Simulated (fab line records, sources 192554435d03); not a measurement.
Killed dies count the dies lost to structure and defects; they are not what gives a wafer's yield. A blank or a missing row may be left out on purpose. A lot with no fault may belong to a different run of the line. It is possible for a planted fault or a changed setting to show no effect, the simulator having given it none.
fab line records	flow n5_finfet
record lots=6	wafers=18	last_day=18
route steps=1938 shown BEOL_M12@1653 BEOL_M13@1659
lots that met no fault: from a run of the same line without faults
start_h: the number of hours between the record's first day and the start of the first shown wafer of the lot	wait_h: how many hours have passed since the lot's step before this one	" unchanged from the row above	L1.1+2: several wafers, shown together as one row	- either no value or no given start	* or withheld: withheld	< > ~ a bound
route shown NAME@n: names a module that has steps shown in the file, with the first one's number in the route	usual: the fault-free wafers' mean and standard deviation	same: alike in all rows	chamber/n: place in a boat	sites: readings site by site	_std_site: standard deviation of those values	_edge_site: mean of outer sites minus mean of inner sites	radius_mm: how far each site lies from the wafer's centre	mask NAME#n: copy n	behind: the tool/chamber that last shaped the wafer	hold: why the lot went on hold/how many hours it stayed there/how the hold came to an end	device: the transistor (n, p or np) that didn't switch	end of line: the tests these same wafers got at the end of their route	a step with no rows: only its recipe	killed: the dies lost at the first sort to structure and to defects; this is not the yield of the wafer	map: dies across one wafer; x = killed, . = not, _ = none there
set.NAME: the setting that was run; set.NAME@STEP: the one run at that earlier step	model.NAME: the simulator's own value behind a step, which no gauge read
a table for each step, a row for each wafer; lots at some steps of the route
services: the hour from which a tool's chamber was out of use, counted from the record's first day as start_h (under 0 if before that day), plus the number of hours and why
## steps
# step N5_BEOL_M12_CMP_49
# recipe stop_on=SiOC	t_overpolish_s=20.6	down_force_psi=1	platen_rpm=50	clearing_platen_down_force_psi=1.5	clearing_platen_rpm=50	post_cmp_clean=cu_alkaline	target_thk_nm=320	clearing_platen_pad_velocity_m_s=0.99484	pad_velocity_m_s=0.99484
# usual barrier_field_endpoint_s=30.6/0.91	edge_zone_pressure_frac=1.000/0.0049	motor_current_A=6.4/0.42	overpolish_run_s=20.600/0.0092
lot.wafer	tool	chamber	start_h	wait_h	barrier_field_endpoint_s	edge_zone_pressure_frac	motor_current_A	overpolish_run_s
L416.2	cmp-03	3	242.14	0.2	30.3	0.993	6.2	20.584
L416.3	"	1	"	"	30.5	0.998	5.6	20.609
L416.6	"	0	"	"	31.9	1.001	6.1	20.609
L429.2	cmp-04	3	340.56	0.2	31.7	1.005	6.0	20.590
L429.3	"	0	"	"	30.4	1.005	6.1	20.590
L429.4	"	1	"	"	31.4	1.011	6.1	20.604
L428.1	cmp-02	3	343.02	0.3	31.8	0.990	7.3	20.592
L428.3	"	2	"	"	31.0	0.991	6.8	20.586
L428.6	"	3	"	"	31.4	0.995	7.2	20.596
L430.1	cmp-04	0	343.27	0.3	31.9	0.998	6.1	20.599
L430.2	"	1	"	"	31.7	1.001	6.0	20.597
L430.5	"	2	"	"	31.3	0.997	6.1	20.610
L431.3	cmp-02	0	349.98	0.2	30.1	0.999	6.7	20.609
L431.2	"	1	"	"	30.4	1.000	6.2	20.591
L431.4	"	2	"	"	30.0	1.004	6.7	20.612
L437.3	cmp-04	1	398.73	0.2	30.4	1.001	6.0	20.605
L437.4	"	2	"	"	31.1	1.006	5.9	20.617
L437.2	"	3	"	"	31.0	1.003	5.9	20.610
# step N5_BEOL_M12_THK_MEAS_50
# recipe thk_meas_gauge=xrf	reads=Cu_of_BEOL_M12_ECD_47
# usual M12_THK=323/6.8
lot.wafer	tool	chamber	start_h	wait_h	M12_THK[nm]
L416.2	film_metro-01	-	242.44	-	318
L416.3	"	-	"	"	320
L416.6	"	-	"	"	324
L429.2	film_metro-01	-	340.85	-	327
L429.3	"	-	"	"	319
L429.4	"	-	"	"	327
L428.1	film_metro-02	-	343.32	-	320
L428.3	"	-	"	"	328
L428.6	"	-	"	"	318
L430.1	film_metro-01	-	343.48	-	318
L430.2	"	-	"	"	331
L430.5	"	-	"	"	327
L431.2	film_metro-01	-	350.24	-	318
L431.3	"	-	"	"	332
L431.4	"	-	"	"	320
L437.2	film_metro-01	-	398.99	-	320
L437.3	"	-	"	"	325
L437.4	"	-	"	"	338
# step N5_BEOL_M12_PRE_CLEAN_52
# recipe gas=NH3	time_s=15	temp_c=withheld	rf_power_w=300
# step N5_BEOL_M12_DEP_53
# recipe material=SiCN	target_thk_a=300	temp_c=withheld	precursor=3MS/NH3	pressure_torr=3	rf_w=675	time_s=10.5
# usual showerhead_plenum_p_Torr=4.154/0.019	throttle_valve_pct=18.0/1
lot.wafer	tool	chamber	start_h	wait_h	showerhead_plenum_p_Torr	throttle_valve_pct
L416.2	pecvd-01	0	242.50	0.0	4.129	17.6
L416.3	"	1	"	"	4.120	18.3
L416.6	"	0	"	"	4.148	17.3
L429.2	pecvd-03	2	340.92	0.0	4.173	18.4
L429.3	"	2	"	"	4.181	18.2
L429.4	"	1	"	"	4.161	17.6
L428.1	pecvd-01	2	343.38	0.0	4.132	18.9
L428.3	"	0	"	"	4.135	17.3
L428.6	"	2	"	"	4.140	18.8
L430.1	pecvd-04	0	343.55	0.0	4.140	20.4
L430.2	"	1	"	"	4.167	17.3
L430.5	"	0	"	"	4.146	20.6
L431.2	pecvd-03	1	350.31	0.0	4.160	17.4
L431.3	"	1	"	"	4.160	17.3
L431.4	"	2	"	"	4.167	18.3
L437.2	pecvd-01	2	399.07	0.0	4.128	18.7
L437.3	"	2	"	"	4.133	18.7
L437.4	"	0	"	"	4.132	17.2
# step N5_BEOL_M12_RS_MEAS_54
# recipe thk_meas_gauge=four-point-probe	reads=Cu_of_BEOL_M12_ECD_47+Ta_of_BEOL_M12_SPUTTER_44+TaN_of_BEOL_M12_SPUTTER_43
# usual M12_RS=0.0603/0.0013
lot.wafer	tool	chamber	start_h	wait_h	M12_RS[ohm/sq]
L416.2	film_metro-02	-	242.56	0.0	0.0615
L416.3	"	-	"	"	0.0609
L416.6	"	-	"	"	0.0599
L429.2	film_metro-01	-	341.00	0.1	0.0594
L429.3	"	-	"	"	0.0611
L429.4	"	-	"	"	0.0593
L428.1	film_metro-02	-	343.44	0.0	0.0610
L428.3	"	-	"	"	0.0594
L428.6	"	-	"	"	0.0607
L430.1	film_metro-02	-	343.61	0.0	0.0618
L430.2	"	-	"	"	0.0597
L430.5	"	-	"	"	0.0602
L431.2	film_metro-01	-	350.39	0.1	0.0612
L431.3	"	-	"	"	0.0588
L431.4	"	-	"	"	0.0610
L437.2	film_metro-01	-	399.14	0.1	0.0600
L437.3	"	-	"	"	0.0593
L437.4	"	-	"	"	0.0572
# step N5_BEOL_M12_INSPECT_55
# recipe inspect_instrument=darkfield	mode=post_dep
# usual raw_defect_count=73/25
lot.wafer	tool	chamber	start_h	wait_h	raw_defect_count
L416.2	defect_inspect-01	-	242.59	0.0	82
L416.3	"	-	"	"	103
L416.6	"	-	"	"	57
L429.2	defect_inspect-01	-	341.03	0.0	85
L429.3	"	-	"	"	51
L429.4	"	-	"	"	59
L428.1	defect_inspect-02	-	343.47	0.0	126
L428.3	"	-	"	"	154
L428.6	"	-	"	"	80
L430.1	defect_inspect-01	-	343.64	0.0	79
L430.2	"	-	"	"	48
L430.5	"	-	"	"	44
L431.2	defect_inspect-01	-	350.41	0.0	108
L431.3	"	-	"	"	50
L431.4	"	-	"	"	46
L437.2	defect_inspect-01	-	399.17	0.0	69
L437.3	"	-	"	"	136
L437.4	"	-	"	"	93
# step N5_BEOL_M13_ILD_DEP_00
# recipe material=SiOC	target_thk_a=8379.2	temp_c=350	precursor=DEMS/O2	pressure_torr=5	rf_w=500	time_s=166.4
# usual heater_power_w=454/65	showerhead_plenum_p_Torr=5.697/0.012	throttle_valve_pct=11.9/0.78
lot.wafer	tool	chamber	start_h	wait_h	heater_power_w	showerhead_plenum_p_Torr	throttle_valve_pct
L416.2	pecvd-02	1	242.63	0.0	446	5.677	11.8
L416.3	"	1	"	"	449	5.696	11.6
L416.6	"	1	"	"	360	5.696	11.8
L429.2	pecvd-02	1	341.07	0.0	362	5.693	12.0
L429.3	"	0	"	"	465	5.707	12.4
L429.4	"	0	"	"	374	5.710	12.5
L428.1	pecvd-02	2	343.50	0.0	380	5.695	10.7
L428.3	"	1	"	"	437	5.680	11.9
L428.6	"	0	"	"	364	5.706	12.5
L430.1	pecvd-04	2	343.67	0.0	513	5.678	11.2
L430.2	"	0	"	"	507	5.697	13.6
L430.5	"	0	"	"	411	5.695	13.9
L431.2	pecvd-02	2	350.45	0.0	358	5.702	11.0
L431.3	"	1	"	"	386	5.675	11.6
L431.4	"	1	"	"	411	5.689	11.8
L437.2	pecvd-03	1	399.21	0.0	518	5.693	11.7
L437.3	"	2	"	"	577	5.702	12.0
L437.4	"	0	"	"	520	5.694	10.7
# step N5_BEOL_M13_THK_MEAS_01
# recipe reads=SiOC_of_BEOL_M13_ILD_DEP_00
# usual M13_ILD_THK=846/14
lot.wafer	tool	chamber	start_h	wait_h	M13_ILD_THK[nm]
L416.2	film_metro-01	-	242.84	0.2	846
L416.3	"	-	"	"	856
L416.6	"	-	"	"	865
L429.2	film_metro-02	-	341.22	0.1	838
L429.3	"	-	"	"	813
L429.4	"	-	"	"	823
L428.1	film_metro-01	-	343.65	0.1	836
L428.3	"	-	"	"	846
L428.6	"	-	"	"	826
L430.1	film_metro-02	-	343.82	0.1	856
L430.2	"	-	"	"	859
L430.5	"	-	"	"	873
L431.2	film_metro-02	-	350.60	0.1	848
L431.3	"	-	"	"	853
L431.4	"	-	"	"	871
L437.2	film_metro-01	-	399.36	0.1	849
L437.3	"	-	"	"	826
L437.4	"	-	"	"	849
# step N5_BEOL_M13_COAT_58
# recipe resist=BARC	temp_c=205	time_s=60	spin_rpm=1500	resist_thk_nm=89
# step N5_BEOL_M13_COAT_04
# recipe spin_rpm=1625	resist_thk_nm=400
# step N5_BEOL_M13_EBR_06
# recipe solvent=PGMEA	ebr_width_mm=1.5
# step N5_BEOL_M13_SOFTBAKE_05
# recipe temp_c=130	time_s=60
# step N5_BEOL_M13_EXPOSE_07
# recipe mask_id=V12	na=0.93	source_shape=conventional	sigma_outer=0.6	polarization=unpolarized	attpsm_phase_deg=180	dose_mj=24.8
lot.wafer	tool	chamber	start_h	wait_h	mask	model.BEOL_M13.overlay_x_nm
L416.2+3+6	krf_scanner-01	0	242.97	-	V12#0	1.6
L429.2+3+4	krf_scanner-02	0	341.48	-	V12#0	3.4
L428.1+3+6	krf_scanner-02	0	343.79	-	V12#0	29.6
L430.1+2+5	krf_scanner-02	0	343.95	-	V12#0	36.2
L431.2+3+4	krf_scanner-01	0	350.86	-	V12#0	0.4
L437.2+3+4	krf_scanner-01	0	399.62	-	V12#0	0
# step N5_BEOL_M13_PEB_08
# recipe peb_temp_c=130	peb_time_s=90
# step N5_BEOL_M13_DEVELOP_09
# recipe develop_time_s=45	rinse_liquid=diw	dry=air_spin	dev_temp_c=21
# step N5_BEOL_M13_HARDBAKE_14
# recipe temp_c=130	time_s=120
# step N5_BEOL_M13_CD_MEAS_10
# recipe target_cd_nm=190	landing_energy_ev=500	detector=se_inlens	polarity=opening
# usual cd_nm=190.0/1.7
lot.wafer	tool	chamber	start_h	wait_h	cd_nm
L416.2	cd_sem-03	0	243.14	-	190.4
L416.3	"	0	"	"	190.8
L416.6	"	0	"	"	191.4
L429.2	cd_sem-02	0	341.65	-	191.3
L429.3	"	0	"	"	191.4
L429.4	"	0	"	"	190.8
L428.1	cd_sem-02	0	343.96	-	192.6
L428.3	"	0	"	"	192.8
L428.6	"	0	"	"	191.4
L430.1	cd_sem-03	0	344.13	-	192.2
L430.2	"	0	"	"	193.5
L430.5	"	0	"	"	192.9
L431.2	cd_sem-02	0	351.03	-	188.9
L431.3	"	0	"	"	192.7
L431.4	"	0	"	"	190.3
L437.2	cd_sem-01	0	399.79	-	187.5
L437.3	"	0	"	"	190.6
L437.4	"	0	"	"	188.3
# step N5_BEOL_M13_OVL_MEAS_11
# recipe points_per_wafer=44
# usual V12_OVL=6/5
lot.wafer	tool	chamber	start_h	wait_h	V12_OVL[nm]
L416.2	overlay-02	0	243.17	0.0	2
L416.3	"	0	"	"	4
L416.6	"	0	"	"	7
L429.2	overlay-01	0	341.68	0.0	8
L429.3	"	0	"	"	3
L429.4	"	0	"	"	9
L428.1	overlay-01	0	343.99	0.0	36
L428.3	"	0	"	"	40
L428.6	"	0	"	"	36
L430.1	overlay-02	0	344.16	0.0	45
L430.2	"	0	"	"	46
L430.5	"	0	"	"	41
L431.2	overlay-02	0	351.06	0.0	2
L431.3	"	0	"	"	7
L431.4	"	0	"	"	11
L437.2	overlay-01	0	399.82	0.0	9
L437.3	"	0	"	"	9
L437.4	"	0	"	"	13
# step N5_BEOL_M13_INSPECT_12
# recipe mode=adi	inspect_instrument=macro
# usual raw_defect_count=1.9/1.4
lot.wafer	tool	chamber	start_h	wait_h	raw_defect_count
L416.2	defect_inspect-02	-	243.19	0.0	3
L416.3	"	-	"	"	1
L416.6	"	-	"	"	4
L429.2	defect_inspect-02	-	341.70	0.0	1
L429.3	"	-	"	"	0
L429.4	"	-	"	"	1
L428.1	defect_inspect-01	-	344.01	0.0	1
L428.3	"	-	"	"	1
L428.6	"	-	"	"	1
L430.1	defect_inspect-02	-	344.18	0.0	3
L430.2	"	-	"	"	3
L430.5	"	-	"	"	2
L431.2	defect_inspect-01	-	351.08	0.0	3
L431.3	"	-	"	"	3
L431.4	"	-	"	"	4
L437.2	defect_inspect-02	-	399.84	0.0	0
L437.3	"	-	"	"	0
L437.4	"	-	"	"	1
## services
tool	chamber	start_h	hours	kind
krf_scanner-01	-	221.57	0.8	pm
krf_scanner-02	-	222.94	36.0	pm
cmp-04	-	226.17	0.8	repair
cmp-02	-	240.29	1.6	repair
cmp-04	-	247.55	1.4	repair
krf_scanner-02	-	258.94	1.0	pm
pecvd-02	-	271.91	2.8	pm
pecvd-03	-	275.45	6.0	pm
cmp-04	-	277.06	6.8	pm
pecvd-01	-	283.28	4.3	pm
krf_scanner-02	-	287.38	0.3	repair
krf_scanner-01	-	296.57	0.8	pm
krf_scanner-01	-	300.44	1.3	pm
krf_scanner-02	-	311.72	1.3	pm
krf_scanner-02	-	332.64	0.8	pm
krf_scanner-01	-	343.38	1.9	repair
cmp-04	-	364.99	4.0	pm
cmp-04	-	377.16	0.9	repair
krf_scanner-01	-	377.59	0.3	repair
krf_scanner-01	-	378.33	1.0	pm
pecvd-03	1	384.24	4.1	repair
krf_scanner-01	-	390.37	0.8	pm
pecvd-01	1	391.85	13.1	repair
cmp-04	-	399.11	24.3	pm
## key
first_sign step=N5_BEOL_M13_OVL_MEAS_11	reading=V12_OVL	direction=up	sigmas=7.1	usual=6	struck=41
effect none on later readings
model_effect step=N5_BEOL_M13_EXPOSE_07	value=BEOL_M13.overlay_x_nm	without=0.8	struck=32.9
met_at N5_BEOL_M13_EXPOSE_07
struck_wafers L428.1,L428.3,L428.6,L430.1,L430.2,L430.5
onset_between 341.48 343.79
fault kind=scanner_matching_overlay	tool=krf_scanner-02	chamber=-	onset_h=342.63	steps=N5_BEOL_M13_EXPOSE_07	offset=32.062
